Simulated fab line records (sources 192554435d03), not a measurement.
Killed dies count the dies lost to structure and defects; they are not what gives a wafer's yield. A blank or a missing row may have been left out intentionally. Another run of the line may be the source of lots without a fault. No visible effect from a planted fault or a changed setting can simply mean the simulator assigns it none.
Shared-tool check | flow n5_finfet | 24 wafers sampled across 8 lots

WHAT PROMPTED THE OPENING
Of 8 lots, 3 have the reading IOFF_N_LONG flagged at N5_BEOL_M4_RC_MEAS_101. Fault-free wafers read 5.57e-05 nA/um, with a standard deviation of 1.9e-06.
Rule: a lot is flagged when every wafer of it that has a number lies more than 4 standard deviations from that mean, or none has a number. The rest of the lots are taken to be sound.

lot  | measured     | on        | IOFF_N_LONG (nA/um), wafer by wafer | flag
L335 | day 9 11:40  | prober-01 | 5.67e-05 5.95e-05 5.76e-05          |
L336 | day 10 09:23 | prober-02 | 5.32e-05 5.4e-05 5.3e-05            |
L340 | day 10 17:22 | prober-02 | 5.34e-05 5.25e-05 5.29e-05          |
L343 | day 11 14:03 | prober-01 | 5.55e-05 5.55e-05 5.41e-05          |
L349 | day 12 22:19 | prober-02 | 0.0081517 0.0081475 0.0080996       | FLAGGED
L348 | day 12 22:29 | prober-01 | 0.0076462 0.0076336 0.0076364       | FLAGGED
L350 | day 13 12:11 | prober-01 | 0.0083004 0.0081259 0.0080934       | FLAGGED
L352 | day 13 19:11 | prober-02 | 5.29e-05 5.32e-05 5.34e-05          |
On average the flagged lots read 7.98e-03 nA/um, which is +7.93e-03 nA/um against the usual, or +99 or more standard deviations.

WHICH TOOL RAN EACH LOT
4 process steps preceding the reading are held in the record, out of 1938 steps in the route. Cell contents, in order: the tool; ch with the chambers the sampled wafers went through; the start.
lot  | flag    | N5_HKMG_FIN_STRIP_34               | N5_HKMG_FIN_ETCH_35                | N5_HKMG_FIN_ALD_91                  | N5_HKMG_FIN_STRIP_89
L335 |         | rie_diel-04 ch 0,3, day 5 17:10    | rie_diel-04 ch 0,3, day 5 17:11    | ald_metal-03 ch 1,3, day 5 17:51    | rie_diel-01 ch 2,3, day 5 18:17
L336 |         | rie_diel-04 ch 0,2, day 6 12:08    | rie_diel-04 ch 0,2, day 6 12:10    | ald_metal-01 ch 1,2,3, day 6 12:53  | rie_diel-03 ch 0,2, day 6 13:29
L340 |         | rie_diel-03 ch 1,2, day 7 04:15    | rie_diel-03 ch 1,2, day 7 04:16    | ald_metal-03 ch 0,1,3, day 7 04:57  | rie_diel-01 ch 2,3, day 7 05:21
L343 |         | rie_diel-03 ch 2,3, day 7 18:05    | rie_diel-03 ch 2,3, day 7 18:07    | ald_metal-03 ch 0,2,3, day 7 18:47  | rie_diel-04 ch 0,1,2, day 7 19:11
L349 | FLAGGED | rie_diel-03 ch 0,2, day 9 09:38    | rie_diel-03 ch 0,2, day 9 09:39    | ald_metal-03 ch 0,2,3, day 9 10:26  | rie_diel-01 ch 1,2, day 9 10:55
L348 | FLAGGED | rie_diel-04 ch 0,1,2, day 9 08:53  | rie_diel-04 ch 0,1,2, day 9 08:54  | ald_metal-04 ch 1,2, day 9 09:35    | rie_diel-04 ch 0,3, day 9 10:01
L350 | FLAGGED | rie_diel-01 ch 0,1, day 9 13:49    | rie_diel-01 ch 0,1, day 9 13:50    | ald_metal-04 ch 1,3, day 9 14:31    | rie_diel-03 ch 0,1,3, day 9 14:55
L352 |         | rie_diel-01 ch 0,1,2, day 10 03:02 | rie_diel-01 ch 0,1,2, day 10 03:03 | ald_metal-01 ch 0,2,3, day 10 03:44 | rie_diel-03 ch 1,2, day 10 04:08
What these steps do:
- N5_HKMG_FIN_STRIP_34: strips in CF4.
- N5_HKMG_FIN_ETCH_35: etches SOC in N2/H2, target depth 215.8 nm, time 243.4 s.
- N5_HKMG_FIN_ALD_91: deposits TiN, target thk 1 nm, pulse time 1 s, purge time 3 s.
- N5_HKMG_FIN_STRIP_89: strips SOC in N2/H2, time 20 s.
- N5_BEOL_M4_RC_MEAS_101

FLAGGED OVER TOTAL, TOOL BY TOOL (the gauges that took the reading come last)
step                   | tool         | lots run | flagged | share of the flagged lots | sound lots run after its first flagged lot
N5_HKMG_FIN_STRIP_34   | rie_diel-01  | 2        | 1       | some                      | 1 (L352)
N5_HKMG_FIN_STRIP_34   | rie_diel-03  | 3        | 1       | some                      | 0
N5_HKMG_FIN_STRIP_34   | rie_diel-04  | 3        | 1       | some                      | 0
N5_HKMG_FIN_ETCH_35    | rie_diel-01  | 2        | 1       | some                      | 1 (L352)
N5_HKMG_FIN_ETCH_35    | rie_diel-03  | 3        | 1       | some                      | 0
N5_HKMG_FIN_ETCH_35    | rie_diel-04  | 3        | 1       | some                      | 0
N5_HKMG_FIN_ALD_91     | ald_metal-01 | 2        | 0       | none                      | -
N5_HKMG_FIN_ALD_91     | ald_metal-03 | 4        | 1       | some                      | 0
N5_HKMG_FIN_ALD_91     | ald_metal-04 | 2        | 2       | some                      | 0
N5_HKMG_FIN_STRIP_89   | rie_diel-01  | 3        | 1       | some                      | 0
N5_HKMG_FIN_STRIP_89   | rie_diel-03  | 3        | 1       | some                      | 1 (L352)
N5_HKMG_FIN_STRIP_89   | rie_diel-04  | 2        | 1       | some                      | 0
N5_BEOL_M4_RC_MEAS_101 | prober-01    | 4        | 2       | some                      | 0
N5_BEOL_M4_RC_MEAS_101 | prober-02    | 4        | 1       | some                      | 1 (L352)

WHAT THE TABLE ALLOWS
No row of the table ran every flagged lot.

WHAT WAS PUT IN BY THE SIMULATOR
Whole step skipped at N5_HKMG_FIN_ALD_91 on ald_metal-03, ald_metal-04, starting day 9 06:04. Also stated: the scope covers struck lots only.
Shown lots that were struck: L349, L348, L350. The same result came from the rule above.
